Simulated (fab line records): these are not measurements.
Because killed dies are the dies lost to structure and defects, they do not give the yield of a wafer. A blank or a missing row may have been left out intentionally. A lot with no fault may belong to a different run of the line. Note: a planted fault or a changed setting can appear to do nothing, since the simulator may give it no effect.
fab line records -- flow n5Finfet
record lots=7, wafers=21, lastDay=18
route steps=1938 shown BEOL_M14@1753 PASSIVATION@1936
lots untouched by any fault: they come from a run of this same line in which no faults occurred
startH: the number of hours between the record's first day and the start of the first shown wafer of the lot -- waitH: hours since the lot's step before -- " the same as in the row above -- L1.1+2: a row that stands for several wafers -- - no value, or no start given -- * or withheld: withheld -- < > ~ a bound
route shown NAME@n: names a module that has steps shown in the file, with the first one's number in the route -- usual: mean/standard deviation taken from wafers without a fault -- same: alike in all rows -- chamber/n: place in a boat -- sites: each site's reading -- _std_site: standard deviation across them -- _edge_site: inner sites' mean taken away from outer sites' mean -- radiusMm: for every site, how far away it sits from the centre of the wafer -- mask NAME#n: copy n -- behind: the tool/chamber that last shaped the wafer -- hold: why the lot was held/for how many hours/how that ended -- device: the transistor (n, p or np) that didn't switch -- end of line: tests of these same wafers at the route's end -- for a step that has no rows: nothing shown but its recipe -- killed: not the wafer's yield, but the dies lost to structure and defects at the first sort -- map: dies across one wafer; x = killed, . = not, _ = none there
set.NAME: the run value of the setting; set.NAME@STEP: its run value at that earlier step -- model.NAME: the simulator's own value behind a step, which no gauge read
certain route steps with their lots: each step a table, each wafer a row
services: a tool's chamber out of use, with start hour (startH, from the record's first day; less than 0 if before it), hours out, and reason
## steps
# step N5_BEOL_M14_TRENCH_ETCH_34
# recipe chemistry=C4F8/O2/Ar, target=SiO2, targetDepthA=5566.5, maskMaterial=SOC, heInnerTorr=15, heOuterTorr=30, timeS=126.9, ionEnergyEv=800, pressureMtorr=20, sourceW=1905, biasW=2040, Ar_flow_sccm=400, C4F8_flow_sccm=16, O2_flow_sccm=12
# usual drypumpMotorCurrentA=5.5/0.35, oesProductAu=0.75/0.086, rfVppV=2223/40, showerheadPlenumPTorr=3.42/0.094, throttleValvePct=31.12/0.2
lot.wafer,tool,chamber,startH,waitH,drypumpMotorCurrentA,oesProductAu,rfHoursCounterH,rfVppV,showerheadPlenumPTorr,throttleValvePct
L961.1,rieDiel-06,2,273.56,0.0,5.2,0.67,232,2231,3.56,31.12
L961.3,rieDiel-06,0,273.56,0.0,5.2,0.68,241,2186,3.52,31.29
L961.5,rieDiel-06,0,273.56,0.0,5.2,0.68,-,2185,3.52,31.27
L968.2,rieDiel-01,3,305.89,0.0,5.7,0.72,230,2241,3.39,31.15
L968.3,rieDiel-01,0,305.89,0.0,5.8,0.77,116,2240,3.47,31.19
L968.6,rieDiel-01,3,305.89,0.0,5.7,0.72,-,2242,3.39,31.15
L965.1,rieDiel-06,3,306.86,0.0,5.9,0.71,216,2156,3.29,31.19
L965.4,rieDiel-06,2,306.86,0.0,5.1,0.67,-,2232,3.55,31.14
L965.6,rieDiel-06,0,306.86,0.0,5.2,0.67,-,2184,3.52,31.30
L967.3,rieDiel-02,0,309.60,0.0,6.2,0.73,200,2183,3.30,30.81
L967.4,rieDiel-02,2,309.60,0.0,5.3,0.68,242,2268,3.26,31.44
L967.5,rieDiel-02,2,309.60,0.0,5.3,0.68,-,2269,3.26,31.45
L969.1,rieDiel-02,0,310.22,0.0,6.1,0.73,200,2184,3.30,30.80
L969.3,rieDiel-02,3,310.22,0.0,5.1,0.70,225,2282,3.54,31.47
L969.5,rieDiel-02,1,310.22,0.0,5.2,0.72,-,2191,3.42,30.92
L981.1,rieDiel-01,2,395.14,0.0,5.7,0.73,175,2193,3.42,31.11
L981.3,rieDiel-01,1,395.14,0.0,5.7,0.80,106,2259,3.46,30.90
L981.4,rieDiel-01,3,395.14,0.0,5.7,0.98,5,2240,3.38,30.97
L980.1,rieDiel-06,1,398.85,0.0,5.2,0.85,82,2249,3.37,31.17
L980.2,rieDiel-06,0,398.85,0.0,5.2,0.93,14,2183,3.50,30.96
L980.4,rieDiel-06,2,398.85,0.0,5.1,0.97,-,2231,3.53,30.96
# step N5_BEOL_M14_STRIP_70
# recipe chemistry=C4F8/O2/Ar, resist=SiARC, rfFrequencyHz=6e+07
# step N5_BEOL_M14_OCD_MEAS_35
# usual trenchDepthNm=552/10
lot.wafer,tool,chamber,startH,waitH,trenchDepthNm
L961.1,ocd-01,-,273.72,0.0,548
L961.3,ocd-01,-,273.72,0.0,536
L961.5,ocd-01,-,273.72,0.0,538
L968.2,ocd-02,-,306.05,0.0,577
L968.3,ocd-02,-,306.05,0.0,541
L968.6,ocd-02,-,306.05,0.0,572
L965.1,ocd-01,-,307.02,0.0,557
L965.4,ocd-01,-,307.02,0.0,548
L965.6,ocd-01,-,307.02,0.0,539
L967.3,ocd-01,-,309.77,0.0,552
L967.4,ocd-01,-,309.77,0.0,549
L967.5,ocd-01,-,309.77,0.0,549
L969.1,ocd-01,-,310.37,0.0,546
L969.3,ocd-01,-,310.37,0.0,542
L969.5,ocd-01,-,310.37,0.0,550
L981.1,ocd-02,-,395.30,0.0,546
L981.3,ocd-02,-,395.30,0.0,554
L981.4,ocd-02,-,395.30,0.0,582
L980.1,ocd-01,-,399.00,0.0,561
L980.2,ocd-01,-,399.00,0.0,572
L980.4,ocd-01,-,399.00,0.0,578
# step N5_BEOL_M14_STRIP_37
# recipe chemistry=O2, powerW=600, tempC=60, pressureMtorr=30, rfFrequencyHz=6e+07, biasPowerW=0, overashFraction=0.3, o2FlowSccm=225
# usual drypumpMotorCurrentA=5.5/0.33, oesProductAu=0.77/0.089, rfVppV=3.7/1, showerheadPlenumPTorr=2.08/0.063, throttleValvePct=16.81/0.23
lot.wafer,tool,chamber,startH,waitH,drypumpMotorCurrentA,oesProductAu,rfHoursCounterH,rfVppV,showerheadPlenumPTorr,throttleValvePct
L961.1,rieDiel-01,2,275.66,1.9,5.7,0.76,131,4.1,2.11,16.90
L961.3,rieDiel-01,0,275.66,1.9,5.7,0.79,104,3.8,2.11,16.76
L961.5,rieDiel-01,1,275.66,1.9,5.8,0.87,-,4.2,2.11,16.56
L968.2,rieDiel-01,3,306.79,0.7,5.7,0.71,230,3.0,2.06,16.92
L968.3,rieDiel-01,1,306.79,0.7,5.7,0.84,72,3.7,2.11,16.55
L968.6,rieDiel-01,1,306.79,0.7,5.7,0.85,-,4.9,2.11,16.57
L965.1,rieDiel-02,2,307.79,0.8,5.3,0.68,241,1.7,1.98,17.25
L965.4,rieDiel-02,0,307.79,0.8,6.2,0.74,199,6.3,1.99,16.62
L965.6,rieDiel-02,0,307.79,0.8,6.1,0.72,-,5.6,1.99,16.67
L967.3,rieDiel-06,1,309.80,0.0,5.2,0.90,42,3.6,2.03,16.45
L967.4,rieDiel-06,1,309.80,0.0,5.2,0.89,-,2.7,2.03,16.40
L967.5,rieDiel-06,3,309.80,0.0,5.9,0.70,-,4.1,1.98,16.81
L969.1,rieDiel-02,3,310.67,0.3,5.1,0.70,226,3.4,2.17,17.26
L969.3,rieDiel-02,2,310.67,0.3,5.3,0.69,242,4.1,1.98,17.22
L969.5,rieDiel-02,0,310.67,0.3,6.1,0.73,-,5.2,1.99,16.65
L981.1,rieDiel-06,0,395.48,0.2,5.2,0.96,12,4.0,2.16,16.77
L981.3,rieDiel-06,2,395.48,0.2,5.1,0.99,2,3.1,2.13,16.39
L981.4,rieDiel-06,1,395.48,0.2,5.2,0.84,-,2.9,2.02,16.53
L980.1,rieDiel-01,1,403.03,4.0,5.7,0.79,109,2.9,2.10,16.63
L980.2,rieDiel-01,2,403.03,4.0,5.7,0.73,177,3.9,2.09,16.98
L980.4,rieDiel-01,3,403.03,4.0,5.7,0.96,-,4.5,2.05,16.54
# step N5_BEOL_M14_ETCH_38
# recipe chemistry=CF4/N2, target=SiCN, targetDepthA=1065, taperDeg=2, timeS=120.6, ionEnergyEv=150, maskMaterial=SiO2, pressureMtorr=40, sourceW=430, biasW=70, Ar_flow_sccm=100, cf4FlowSccm=60, n2FlowSccm=60
# step N5_BEOL_M14_PRECLEAN_39
# recipe chemistry=residueRemover, timeS=60, tempC=40
# step N5_BEOL_M14_SRD_40
# recipe timeS=30, tempC=23, rinseLiquid=diw, dry=n2Spin, spinRpm=1500, dryTimeS=30
# step N5_BEOL_M14_DEGAS_41
# recipe ambient=vacuum, tempC=300, timeS=60
# step N5_BEOL_M14_PRE_CLEAN_42
# recipe gas=H2/He, timeS=30, tempC=300
# step N5_BEOL_M14_SPUTTER_43
# recipe material=TaN, targetThkA=150, tempC=50, biasV=168.6, powerW=15000, chamberPressurePa=0.12, timeS=24.19
# usual chamberPressurePa=0.11999/0.00023, throttleValvePct=29.7/1.1
lot.wafer,tool,chamber,startH,waitH,chamberPressurePa,throttleValvePct
L961.1,pvdSputter-01,-,276.17,0.0,0.12026,30.1
L961.3,pvdSputter-01,-,276.17,0.0,0.12,29.9
L961.5,pvdSputter-01,-,276.17,0.0,0.12012,30.1
L968.2,pvdSputter-02,-,307.14,0.0,0.12004,29.6
L968.3,pvdSputter-02,-,307.14,0.0,0.12,31.5
L968.6,pvdSputter-02,-,307.14,0.0,0.12014,29.4
L965.1,pvdSputter-02,-,308.28,0.0,0.12045,29.4
L965.4,pvdSputter-02,-,308.28,0.0,0.11984,29.5
L965.6,pvdSputter-02,-,308.28,0.0,0.12015,29.2
L967.3,pvdSputter-02,-,310.19,0.0,0.12024,29.6
L967.4,pvdSputter-02,-,310.19,0.0,0.12009,29.2
L967.5,pvdSputter-02,-,310.19,0.0,0.12036,29.8
L969.1,pvdSputter-01,-,311.09,0.0,0.11986,29.7
L969.3,pvdSputter-01,-,311.09,0.0,0.11991,27.0
L969.5,pvdSputter-01,-,311.09,0.0,0.12016,29.8
L981.1,pvdSputter-03,-,396.24,0.0,0.11981,30.3
L981.3,pvdSputter-03,-,396.24,0.0,0.12,28.3
L981.4,pvdSputter-03,-,396.24,0.0,0.11986,31.0
L980.1,pvdSputter-03,-,403.54,0.0,0.11999,28.3
L980.2,pvdSputter-03,-,403.54,0.0,0.11999,29.0
L980.4,pvdSputter-03,-,403.54,0.0,0.1201,30.2
# step N5_BEOL_M14_SPUTTER_44
# recipe material=Ta, targetThkA=150, tempC=50, biasV=80, powerW=15000, chamberPressurePa=0.07, timeS=24.19
# usual chamberPressurePa=0.07001/0.00014, throttleValvePct=29.8/1.1
lot.wafer,tool,chamber,startH,waitH,chamberPressurePa,throttleValvePct
L961.1,pvdSputter-01,-,276.25,0.0,0.07001,30.0
L961.3,pvdSputter-01,-,276.25,0.0,0.07003,30.0
L961.5,pvdSputter-01,-,276.25,0.0,0.06985,30.1
L968.2,pvdSputter-02,-,307.22,0.0,0.0699,29.9
L968.3,pvdSputter-02,-,307.22,0.0,0.06996,31.7
L968.6,pvdSputter-02,-,307.22,0.0,0.07018,29.2
L965.1,pvdSputter-02,-,308.36,0.0,0.07014,29.5
L965.4,pvdSputter-02,-,308.36,0.0,0.07019,29.9
L965.6,pvdSputter-02,-,308.36,0.0,0.07018,29.5
L967.3,pvdSputter-02,-,310.27,0.0,0.06999,29.6
L967.4,pvdSputter-02,-,310.27,0.0,0.0698,29.4
L967.5,pvdSputter-02,-,310.27,0.0,0.07013,29.6
L969.1,pvdSputter-01,-,311.17,0.0,0.06979,30.2
L969.3,pvdSputter-01,-,311.17,0.0,0.06992,26.9
L969.5,pvdSputter-01,-,311.17,0.0,0.07009,29.9
L981.1,pvdSputter-03,-,396.32,0.0,0.07008,29.9
L981.3,pvdSputter-03,-,396.32,0.0,0.07005,28.7
L981.4,pvdSputter-03,-,396.32,0.0,0.06983,31.3
L980.1,pvdSputter-03,-,403.62,0.0,0.07008,28.1
L980.2,pvdSputter-03,-,403.62,0.0,0.06991,28.9
L980.4,pvdSputter-03,-,403.62,0.0,0.06993,30.0
# step N5_BEOL_M14_SPUTTER_45
# recipe material=Cu, targetThkA=1000, tempC=-20, biasV=60, powerW=26000, chamberPressurePa=0.13, timeS=16.67
# usual chamberPressurePa=0.12992/0.00027, throttleValvePct=29.8/1.1
lot.wafer,tool,chamber,startH,waitH,chamberPressurePa,throttleValvePct
L961.1,pvdSputter-01,-,276.33,0.0,0.12955,30.2
L961.3,pvdSputter-01,-,276.33,0.0,0.12993,30.2
L961.5,pvdSputter-01,-,276.33,0.0,0.13007,30.0
L968.2,pvdSputter-02,-,307.30,0.0,0.12974,29.6
L968.3,pvdSputter-02,-,307.30,0.0,0.12981,31.7
L968.6,pvdSputter-02,-,307.30,0.0,0.13038,29.3
L965.1,pvdSputter-02,-,308.44,0.0,0.12924,29.4
L965.4,pvdSputter-02,-,308.44,0.0,0.13017,29.5
L965.6,pvdSputter-02,-,308.44,0.0,0.13,29.4
L967.3,pvdSputter-02,-,310.35,0.0,0.13031,29.6
L967.4,pvdSputter-02,-,310.35,0.0,0.12947,29.4
L967.5,pvdSputter-02,-,310.35,0.0,0.12986,29.8
L969.1,pvdSputter-01,-,311.25,0.0,0.13006,30.1
L969.3,pvdSputter-01,-,311.25,0.0,0.12995,27.1
L969.5,pvdSputter-01,-,311.25,0.0,0.13031,30.0
L981.1,pvdSputter-03,-,396.40,0.0,0.1304,30.1
L981.3,pvdSputter-03,-,396.40,0.0,0.12962,28.5
L981.4,pvdSputter-03,-,396.40,0.0,0.13026,31.0
L980.1,pvdSputter-03,-,403.70,0.0,0.12986,28.2
L980.2,pvdSputter-03,-,403.70,0.0,0.12995,28.9
L980.4,pvdSputter-03,-,403.70,0.0,0.12968,30.0
# step N5_BEOL_M14_ECD_47
# recipe material=Cu, targetThkA=12480
lot.wafer,tool,chamber,startH,waitH,model.Cu_of_BEOL_M14_ECD_47.thkNm
L961.1,ecdCu-02,1,276.45,0.1,1236
L961.3,ecdCu-02,1,276.45,0.1,1219
L961.5,ecdCu-02,0,276.45,0.1,1230
L968.2,ecdCu-01,1,307.41,0.1,1238
L968.3,ecdCu-01,0,307.41,0.1,1256
L968.6,ecdCu-01,1,307.41,0.1,1243
L965.1,ecdCu-01,1,308.56,0.1,2383
L965.4,ecdCu-01,1,308.56,0.1,2403
L965.6,ecdCu-01,1,308.56,0.1,2398
L967.3,ecdCu-01,0,310.52,0.1,2410
L967.4,ecdCu-01,1,310.52,0.1,2390
L967.5,ecdCu-01,1,310.52,0.1,2395
L969.1,ecdCu-01,1,311.37,0.1,2386
L969.3,ecdCu-01,1,311.37,0.1,2390
L969.5,ecdCu-01,1,311.37,0.1,2391
L981.1,ecdCu-02,0,396.51,0.1,1246
L981.3,ecdCu-02,1,396.51,0.1,1244
L981.4,ecdCu-02,0,396.51,0.1,1238
L980.1,ecdCu-01,1,403.82,0.1,1247
L980.2,ecdCu-01,0,403.82,0.1,1266
L980.4,ecdCu-01,0,403.82,0.1,1253
# step N5_BEOL_M14_ANNEAL_48
# recipe tempC=225, timeS=90, ambient=N2
# step N5_BEOL_M14_CMP_49
# recipe stopOn=SiO2, tOverpolishS=5.2, downForcePsi=2, platenRpm=80, clearingPlatenDownForcePsi=2, clearingPlatenRpm=80, postCmpClean=cuAlkaline, targetThkNm=560, clearingPlatenPadVelocityMS=1.5917, padVelocityMS=1.5917
# usual clearingPlatenDownForcePsi=2.000/0.004, motorCurrentA=8.5/0.94, timeToEndpointS=122/4
lot.wafer,tool,chamber,startH,waitH,clearingPlatenDownForcePsi,motorCurrentA,timeToEndpointS
L961.1,cmp-03,3,277.44,0.3,2.006,6.5,123
L961.3,cmp-03,0,277.44,0.3,2.005,7.7,118
L961.5,cmp-03,1,277.44,0.3,2.000,8.5,125
L968.2,cmp-02,1,307.90,0.2,2.001,9.0,123
L968.3,cmp-02,2,307.90,0.2,2.000,8.3,123
L968.6,cmp-02,1,307.90,0.2,1.999,8.6,127
L965.1,cmp-02,3,309.12,0.3,2.002,7.9,243
L965.4,cmp-02,0,309.12,0.3,2.001,10.3,238
L965.6,cmp-02,1,309.12,0.3,1.998,8.5,240
L967.3,cmp-03,0,311.30,0.2,2.005,7.8,229
L967.4,cmp-03,2,311.30,0.2,1.999,8.2,232
L967.5,cmp-03,1,311.30,0.2,1.998,8.7,246
L969.1,cmp-04,2,312.02,0.3,1.993,8.8,221
L969.3,cmp-04,1,312.02,0.3,2.000,8.4,228
L969.5,cmp-04,3,312.02,0.3,1.997,10.2,229
L981.3,cmp-03,2,397.02,0.2,1.999,8.8,115
L981.1,cmp-03,0,397.02,0.2,2.001,8.2,116
L981.4,cmp-03,1,397.02,0.2,2.009,8.6,126
L980.1,cmp-03,3,404.77,0.3,2.004,6.8,121
L980.2,cmp-03,1,404.77,0.3,2.002,8.4,127
L980.4,cmp-03,2,404.77,0.3,1.997,8.3,119
# step N5_BEOL_M14_THK_MEAS_50
# recipe thkMeasGauge=xrf, reads=Cu_of_BEOL_M14_ECD_47
# usual M14_THK=563/11
lot.wafer,tool,chamber,startH,waitH,M14_THK[nm]
L961.1,filmMetro-01,-,277.66,-,560
L961.3,filmMetro-01,-,277.66,-,545
L961.5,filmMetro-01,-,277.66,-,548
L968.2,filmMetro-02,-,308.20,-,594
L968.3,filmMetro-02,-,308.20,-,557
L968.6,filmMetro-02,-,308.20,-,588
L965.1,filmMetro-01,-,309.34,-,568
L965.4,filmMetro-01,-,309.34,-,561
L965.6,filmMetro-01,-,309.34,-,554
L967.3,filmMetro-02,-,311.60,-,571
L967.4,filmMetro-02,-,311.60,-,565
L967.5,filmMetro-02,-,311.60,-,570
L969.1,filmMetro-02,-,312.31,-,562
L969.3,filmMetro-02,-,312.31,-,556
L969.5,filmMetro-02,-,312.31,-,566
L981.1,filmMetro-02,-,397.31,-,551
L981.3,filmMetro-02,-,397.31,-,561
L981.4,filmMetro-02,-,397.31,-,595
L980.1,filmMetro-02,-,405.06,-,572
L980.2,filmMetro-02,-,405.06,-,583
L980.4,filmMetro-02,-,405.06,-,588
# step N5_PASSIVATION_PROBE_49
# usual defectLimitedYield=91.4/1.5, killed_at_M0_to_M3=35/12, killed_at_M4_up=13/5.8, killedAtContacts=12/5.5, killedAtFrontEnd=36/9.9, killedAtOther=4/3.7, killedDies=101/18, killedOpen=66/13, killedShort=33/8, sort_bin_5_function=5.0/1, sort_bin_6_memory=3.2/0.67, sort_bin_8_speed=0.00/0.0099, sortNPass=1079/18, sortYieldPct=91.4/1.5
# same grossDies=1180, killedAtBackSide=0, sort_bin_4_leakage[%]=0
lot.wafer,tool,chamber,startH,waitH,defectLimitedYield[%],killed_at_M0_to_M3,killed_at_M4_up,killedAtContacts,killedAtFrontEnd,killedAtOther,killedDies,killedOpen,killedShort,sort_bin_5_function[%],sort_bin_6_memory[%],sort_bin_8_speed[%],sortNPass,sortYieldPct[%]
L965.1,prober-01,-,330.90,0.0,89.3,40,23,21,40,2,126,79,38,5.8,3.8,0,1054,89.3
L965.4,prober-01,-,331.05,0.2,91.8,34,7,22,31,3,97,75,21,5.3,2.8,0,1083,91.8
L965.6,prober-01,-,331.15,0.3,90.5,38,13,20,41,0,112,80,31,5.3,3.8,0,1068,90.5
L969.5,prober-01,-,332.54,0.2,93.1,37,3,7,26,8,81,55,26,4.3,2.5,0,1099,93.1
L967.3,prober-02,-,332.44,0.1,90.8,45,13,13,33,5,109,67,42,5.4,3.3,0,1071,90.8
L967.4,prober-02,-,332.49,0.2,92.8,35,11,13,20,6,85,54,31,3.8,3.0,0,1095,92.8
L967.5,prober-02,-,332.54,0.2,93.0,40,10,14,18,1,83,56,27,3.6,3.1,0,1097,93.0
# killed by level:class
L965.1 MOL_CONTACT_COAG:geometricParticle:open=17 BEOL_M0_SAQP:geometricParticle:short=13 FIN_SAQP:geometricParticle:open=11 BEOL_M0_SAQP:geometricParticle:open=10 BEOL_M4:geometricParticle:open=9 HKMG_FIN:areaEtch=9 FIN_SAQP:geometricParticle:short=7 BEOL_M1:geometricParticle:open=6
L965.4 MOL_CONTACT_COAG:geometricParticle:open=22 BEOL_M0_SAQP:geometricParticle:open=9 STI_FIN_REVEAL:geometricParticle:open=8 BEOL_M0_SAQP:geometricParticle:short=8 BEOL_M2:geometricParticle:open=6 DUMMY_GATE:geometricParticle:open=5 STARTING-WAFER:geometricParticle:open=5 FIN_SAQP:geometricParticle:open=3
L965.6 MOL_CONTACT_COAG:geometricParticle:open=16 BEOL_M0_SAQP:geometricParticle:open=13 BEOL_M0_SAQP:geometricParticle:short=10 STI_FIN_REVEAL:geometricParticle:open=8 BEOL_M2:geometricParticle:open=8 DUMMY_GATE:geometricParticle:open=7 BEOL_M4:geometricParticle:open=6 FIN_SAQP:geometricParticle:short=5
L967.3 BEOL_M2:geometricParticle:open=16 MOL_CONTACT_COAG:geometricParticle:open=11 BEOL_M0_SAQP:geometricParticle:short=8 BEOL_M0_SAQP:geometricParticle:open=8 GATE_CUT:geometricParticle:short=7 BEOL_M3:geometricParticle:open=7 FIN_SAQP:geometricParticle:short=6 BEOL_M4:geometricParticle:open=5
L967.4 MOL_CONTACT_COAG:geometricParticle:open=12 BEOL_M1:geometricParticle:open=8 BEOL_M2:geometricParticle:open=7 BEOL_M0_SAQP:geometricParticle:open=6 FIN_SAQP:geometricParticle:short=5 BEOL_M7:geometricParticle:open=5 BEOL_M1:geometricParticle:short=4 GATE_CUT:geometricParticle:short=3
L967.5 BEOL_M0_SAQP:geometricParticle:open=13 BEOL_M0_SAQP:geometricParticle:short=13 MOL_CONTACT_COAG:geometricParticle:open=11 BEOL_M3:geometricParticle:open=6 STI_FIN_REVEAL:geometricParticle:open=4 FIN_SAQP:geometricParticle:open=3 GATE_CUT:geometricParticle:open=3 MOL_CONTACT_COAG:geometricParticle:short=3
L969.5 BEOL_M0_SAQP:geometricParticle:open=15 BEOL_M0_SAQP:geometricParticle:short=9 MOL_CONTACT_COAG:geometricParticle:open=7 STI_FIN_REVEAL:geometricParticle:open=6 MIM_BOT:geometricParticle:open=5 GATE_CUT:geometricParticle:short=4 BEOL_M3:geometricParticle:short=3 STARTING-WAFER:geometricParticle:open=3
## services
tool,chamber,startH,hours,kind
ecdCu-01,-,253.14,1.4,repair
cmp-03,-,256.88,0.8,repair
cmp-04,-,258.84,4.0,pm
cmp-03,-,265.70,3.4,pm
cmp-04,-,278.23,0.5,repair
cmp-02,-,282.50,0.3,repair
cmp-02,-,297.28,0.4,repair
rieDiel-02,2,312.22,9.2,repair
cmp-02,-,312.73,1.5,repair
cmp-03,-,318.99,4.0,pm
rieDiel-06,0,324.90,17.4,repair
rieDiel-06,3,332.84,3.2,repair
rieDiel-06,0,342.34,-,clean
rieDiel-06,0,342.34,-,consumableReplace:focusRing
cmp-02,-,354.62,1.5,repair
cmp-04,-,360.79,8.1,pm
rieDiel-02,1,370.46,5.3,repair
cmp-04,-,371.85,2.7,repair
ecdCu-02,-,374.55,2.8,repair
cmp-04,-,376.36,11.1,pm
ecdCu-02,-,382.01,0.4,repair
rieDiel-02,1,395.15,19.8,repair
cmp-04,-,396.04,18.9,repair
rieDiel-01,0,400.75,3.4,repair
## key
firstSign step=N5_BEOL_M14_CMP_49, reading=timeToEndpointS, direction=up, sigmas=28, usual=*, struck=*
effect none on later readings
modelEffect step=N5_BEOL_M14_ECD_47, value=Cu_of_BEOL_M14_ECD_47.thkNm, without=1247, struck=2394
metAt N5_BEOL_M14_ECD_47
struckWafers L965.1,L965.4,L965.6,L967.3,L967.4,L967.5,L969.1,L969.3,L969.5
onsetBetween 307.41 308.56
fault kind=processParameterDrift, tool=ecdCu-01, chamber=-, onsetH=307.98, steps=N5_BEOL_M14_ECD_47, channel=targetThkA, offset=*, shape=step, endH=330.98, actsIn=*, stated=*
